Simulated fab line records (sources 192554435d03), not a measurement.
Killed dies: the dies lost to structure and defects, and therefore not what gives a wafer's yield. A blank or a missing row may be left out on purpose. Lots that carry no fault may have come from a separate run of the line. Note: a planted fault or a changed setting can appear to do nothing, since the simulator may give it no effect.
Split-lot experiment / flow n5Finfet / 7 lots, 21 wafers read, on a route of 1938 steps

## SPLIT DETAILS
At N5_BEOL_M6_EXPOSE_08 (exposes mask M6), the setting doseMj was moved away from the recipe's 68.25 on 3 of the 21 wafers read, by +2.2% to +7.3%. For the rest of the wafers, this setting stayed at what the recipe calls for.

## FROM THE SPLIT TO THE READING: what the file shows between them, 2 steps
- N5_BEOL_M6_PEB_09: peb time 60 s
- N5_BEOL_M6_DEVELOP_10: develop time 30 s

## THE READING
cdNm (nm) at N5_BEOL_M6_CD_MEAS_11, where the cd target is 38.5 nm. On this fab line, fault-free wafers typically give 38.5 nm with a standard deviation of 0.4 nm.

wafer=L080.4; tool, chamber at the split=arfiScanner-03, 0; doseMj as run=68.25; against the recipe=recipe; cdNm, nm=38.1; against lot-mates on the recipe=-
wafer=L080.5; tool, chamber at the split=arfiScanner-03, 0; doseMj as run=68.25; against the recipe=recipe; cdNm, nm=37.8; against lot-mates on the recipe=-
wafer=L080.6; tool, chamber at the split=arfiScanner-03, 0; doseMj as run=68.25; against the recipe=recipe; cdNm, nm=37.9; against lot-mates on the recipe=-
wafer=L083.1; tool, chamber at the split=arfiScanner-03, 0; doseMj as run=68.25; against the recipe=recipe; cdNm, nm=37.9; against lot-mates on the recipe=-
wafer=L083.3; tool, chamber at the split=arfiScanner-03, 0; doseMj as run=68.25; against the recipe=recipe; cdNm, nm=38.2; against lot-mates on the recipe=-
wafer=L083.4; tool, chamber at the split=arfiScanner-03, 0; doseMj as run=69.72; against the recipe=+2.2%; cdNm, nm=38.3; against lot-mates on the recipe=+0.2
wafer=L082.1; tool, chamber at the split=arfiScanner-02, 0; doseMj as run=68.25; against the recipe=recipe; cdNm, nm=38.2; against lot-mates on the recipe=-
wafer=L082.3; tool, chamber at the split=arfiScanner-02, 0; doseMj as run=68.25; against the recipe=recipe; cdNm, nm=37.6; against lot-mates on the recipe=-
wafer=L082.4; tool, chamber at the split=arfiScanner-02, 0; doseMj as run=68.25; against the recipe=recipe; cdNm, nm=38.0; against lot-mates on the recipe=-
wafer=L085.1; tool, chamber at the split=arfiScanner-02, 0; doseMj as run=73.26; against the recipe=+7.3%; cdNm, nm=41.3; against lot-mates on the recipe=+2.8
wafer=L085.2; tool, chamber at the split=arfiScanner-02, 0; doseMj as run=73.26; against the recipe=+7.3%; cdNm, nm=41.6; against lot-mates on the recipe=+3.1
wafer=L085.3; tool, chamber at the split=arfiScanner-02, 0; doseMj as run=68.25; against the recipe=recipe; cdNm, nm=38.5; against lot-mates on the recipe=-
wafer=L087.3; tool, chamber at the split=arfiScanner-03, 0; doseMj as run=68.25; against the recipe=recipe; cdNm, nm=38.5; against lot-mates on the recipe=-
wafer=L087.4; tool, chamber at the split=arfiScanner-03, 0; doseMj as run=68.25; against the recipe=recipe; cdNm, nm=39.0; against lot-mates on the recipe=-
wafer=L087.6; tool, chamber at the split=arfiScanner-03, 0; doseMj as run=68.25; against the recipe=recipe; cdNm, nm=38.5; against lot-mates on the recipe=-
wafer=L092.1; tool, chamber at the split=arfiScanner-01, 0; doseMj as run=68.25; against the recipe=recipe; cdNm, nm=39.1; against lot-mates on the recipe=-
wafer=L092.4; tool, chamber at the split=arfiScanner-01, 0; doseMj as run=68.25; against the recipe=recipe; cdNm, nm=38.6; against lot-mates on the recipe=-
wafer=L092.5; tool, chamber at the split=arfiScanner-01, 0; doseMj as run=68.25; against the recipe=recipe; cdNm, nm=38.6; against lot-mates on the recipe=-
wafer=L093.1; tool, chamber at the split=arfiScanner-02, 0; doseMj as run=68.25; against the recipe=recipe; cdNm, nm=38.3; against lot-mates on the recipe=-
wafer=L093.4; tool, chamber at the split=arfiScanner-02, 0; doseMj as run=68.25; against the recipe=recipe; cdNm, nm=38.1; against lot-mates on the recipe=-
wafer=L093.6; tool, chamber at the split=arfiScanner-02, 0; doseMj as run=68.25; against the recipe=recipe; cdNm, nm=38.0; against lot-mates on the recipe=-

THE FIT
A straight line over all 21 wafers: cdNm changes by +0.421 nm for each +1% of doseMj; r = +0.91; the points scatter about the line by 0.43 nm.
The same after taking each lot's own level away (the mean of its wafers on the recipe; 21 wafers): +0.393 nm for each +1%; r = +0.97; scatter 0.24 nm.
According to that fit, moving doseMj by its largest amount changes the reading by 2.9 nm.
From 37.93 to 38.77 nm: that is the span of the lots' own levels, equal to 2.1 times the standard deviation above.
So the lot-to-lot level changes the slope little: the two slopes agree.
Check: with one of the wafers moved furthest among these (+7.3%) left out of the fit, the line predicts +2.93 nm for it against its lot-mates. Against them it came out at +2.8 nm.

## THE WHOLE CHAIN: every reading that the file lists as answering this split, in the file's order
step=N5_BEOL_M6_CD_MEAS_11; what it does=target cd 38.5 nm; reading=cdNm; change (the file's fit)=+0.382 nm for each +1% of the setting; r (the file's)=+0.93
step=N5_BEOL_M6_ETCH_61; what it does=etches SiARC in CF4, target depth 45.5 nm, time 75.8 s; reading=BEOL_M6.cdOffsetNm (the simulator's own value, which no gauge read); change (the file's fit)=+0.38 nm for each +1% of the setting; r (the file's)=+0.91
step=N5_BEOL_M6_ETCH_62; what it does=etches SOC in N2/H2, target depth 110 nm, overetch 22 nm, time 165 s; reading=BEOL_M6.cdOffsetNm (the simulator's own value, which no gauge read); change (the file's fit)=+0.342 nm for each +1% of the setting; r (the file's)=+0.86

## FILE'S OWN FIT
cdNm changes by +0.382 nm for each +1% of doseMj, r = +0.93.
